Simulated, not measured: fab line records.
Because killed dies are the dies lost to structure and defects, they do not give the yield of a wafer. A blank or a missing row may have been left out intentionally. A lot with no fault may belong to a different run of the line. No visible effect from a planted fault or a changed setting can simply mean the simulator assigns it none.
Tool commonality check | flow nand-harc | 39 wafers sampled across 13 lots

== THE REASON FOR OPENING IT ==
At NHARC_P_M0_CD_MEAS_09 the reading cd-nm is flagged on 2 of 13 lots. No-fault wafers: 89.8 nm, standard deviation 0.85.
Rule: a lot is flagged when every wafer of it that has a number lies more than 4 standard deviations from that mean, or none has a number. The other lots count as sound.

lot  | measured     | on        | cd-nm (nm), wafer by wafer | flag
L620 | day 6 01:05  | cd-sem-01 | 90.2 89.7 90.6             |
L621 | day 6 16:10  | cd-sem-01 | 90.4 89.3 91.1             |
L622 | day 6 16:35  | cd-sem-02 | 90.1 88.1 89.8             |
L623 | day 7 09:23  | cd-sem-03 | 90.7 91.2 89.7             |
L624 | day 7 14:27  | cd-sem-02 | 90.3 90.7 89.4             |
L625 | day 8 01:07  | cd-sem-03 | 90.9 91.0 90.9             |
L627 | day 8 21:15  | cd-sem-02 | 120.3 118.3 121.3          | FLAGGED
L629 | day 9 14:46  | cd-sem-03 | 115.4 116.4 116.1          | FLAGGED
L635 | day 12 19:58 | cd-sem-03 | 91.1 90.3 91.0             |
L639 | day 13 19:53 | cd-sem-01 | 89.8 89.6 89.3             |
L640 | day 14 11:08 | cd-sem-03 | 89.6 89.4 89.6             |
L642 | day 15 05:49 | cd-sem-02 | 89.6 90.0 89.7             |
L643 | day 15 12:47 | cd-sem-03 | 89.8 89.8 89.7             |
The numbers of the flagged lots are 118.0 nm on average: +28.2 nm against the usual, or +33 standard deviations.

== WHICH TOOL RAN EACH LOT ==
2 process steps preceding the reading are held in the record, out of 1302 steps in the route. Cell contents, in order: the tool; ch with the chambers the sampled wafers went through; the start.
lot  | flag    | NHARC_P_CONTACT_DEP_00                     | NHARC_P_M0_EXPOSE_06
L620 |         | pecvd-03 ch 0,2, day 6 00:56 or earlier    | arfi-scanner-02 ch 0, day 6 00:56
L621 |         | pecvd-03 ch 0,1,2, day 6 16:01 or earlier  | arfi-scanner-03 ch 0, day 6 16:01
L622 |         | pecvd-02 ch 0,1,2, day 6 16:26 or earlier  | arfi-scanner-02 ch 0, day 6 16:26
L623 |         | pecvd-02 ch 0,1, day 7 09:14 or earlier    | arfi-scanner-03 ch 0, day 7 09:14
L624 |         | pecvd-03 ch 0,2, day 7 14:19 or earlier    | arfi-scanner-03 ch 0, day 7 14:19
L625 |         | pecvd-01 ch 0,1,2, day 8 00:59 or earlier  | arfi-scanner-02 ch 0, day 8 00:59
L627 | FLAGGED | pecvd-01 ch 0,1,2, day 8 21:07 or earlier  | arfi-scanner-03 ch 0, day 8 21:07
L629 | FLAGGED | pecvd-02 ch 0,1, day 9 14:37 or earlier    | arfi-scanner-03 ch 0, day 9 14:37
L635 |         | pecvd-01 ch 1,2, day 12 19:49 or earlier   | arfi-scanner-01 ch 0, day 12 19:49
L639 |         | pecvd-01 ch 0,1,2, day 13 19:44 or earlier | arfi-scanner-02 ch 0, day 13 19:44
L640 |         | pecvd-02 ch 0,2, day 14 11:00 or earlier   | arfi-scanner-02 ch 0, day 14 11:00
L642 |         | pecvd-02 ch 1,2, day 15 05:40 or earlier   | arfi-scanner-01 ch 0, day 15 05:40
L643 |         | pecvd-02 ch 0,1,2, day 15 12:38 or earlier | arfi-scanner-02 ch 0, day 15 12:38
What is done by these steps:
- NHARC_P_CONTACT_DEP_00: deposits SiO2, target thk 500 nm.
- NHARC_P_M0_EXPOSE_06: exposes mask P M0, target cd 90 nm.
- NHARC_P_M0_CD_MEAS_09: target cd 90 nm.

== FLAGGED OVER TOTAL, TOOL BY TOOL (the gauges that took the reading come last) ==
step                   | tool            | lots run | flagged | share of the flagged lots | sound lots run after its first flagged lot
NHARC_P_CONTACT_DEP_00 | pecvd-01        | 4        | 1       | some                      | 2 (L635,L639)
NHARC_P_CONTACT_DEP_00 | pecvd-02        | 6        | 1       | some                      | 3 (L640,L642,L643)
NHARC_P_CONTACT_DEP_00 | pecvd-03        | 3        | 0       | none                      | -
NHARC_P_M0_EXPOSE_06   | arfi-scanner-01 | 2        | 0       | none                      | -
NHARC_P_M0_EXPOSE_06   | arfi-scanner-02 | 6        | 0       | none                      | -
NHARC_P_M0_EXPOSE_06   | arfi-scanner-03 | 5        | 2       | all                       | 0
NHARC_P_M0_CD_MEAS_09  | cd-sem-01       | 3        | 0       | none                      | -
NHARC_P_M0_CD_MEAS_09  | cd-sem-02       | 4        | 1       | some                      | 1 (L642)
NHARC_P_M0_CD_MEAS_09  | cd-sem-03       | 6        | 1       | some                      | 3 (L635,L640,L643)
Because NHARC_P_CONTACT_DEP_00 lacks a start for some lots, the hours and order of its lots are taken from NHARC_P_M0_EXPOSE_06.

== THE TABLE: WHAT IT ALLOWS ==
All flagged lots share 1 row of the table, namely arfi-scanner-03 at NHARC_P_M0_EXPOSE_06.
- arfi-scanner-03 at NHARC_P_M0_EXPOSE_06 ran 5 lots, 2 of them flagged. It ran its last sound lot, L624, at day 7 14:19 and its first flagged lot, L627, at day 8 21:07: a fault with its onset between the two fits. Its own readings lie more than 4 standard deviations out on every wafer of the flagged lots: exposure-dose-mJ-cm2.
What remains is a single tool, arfi-scanner-03 at NHARC_P_M0_EXPOSE_06.

== WHAT WAS PUT IN BY THE SIMULATOR ==
Drift in process parameters on arfi-scanner-03 at NHARC_P_M0_EXPOSE_06, starting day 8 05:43. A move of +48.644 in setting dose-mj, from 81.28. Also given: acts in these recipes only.
Struck lots among those shown: L627, L629. The rule above found the same.
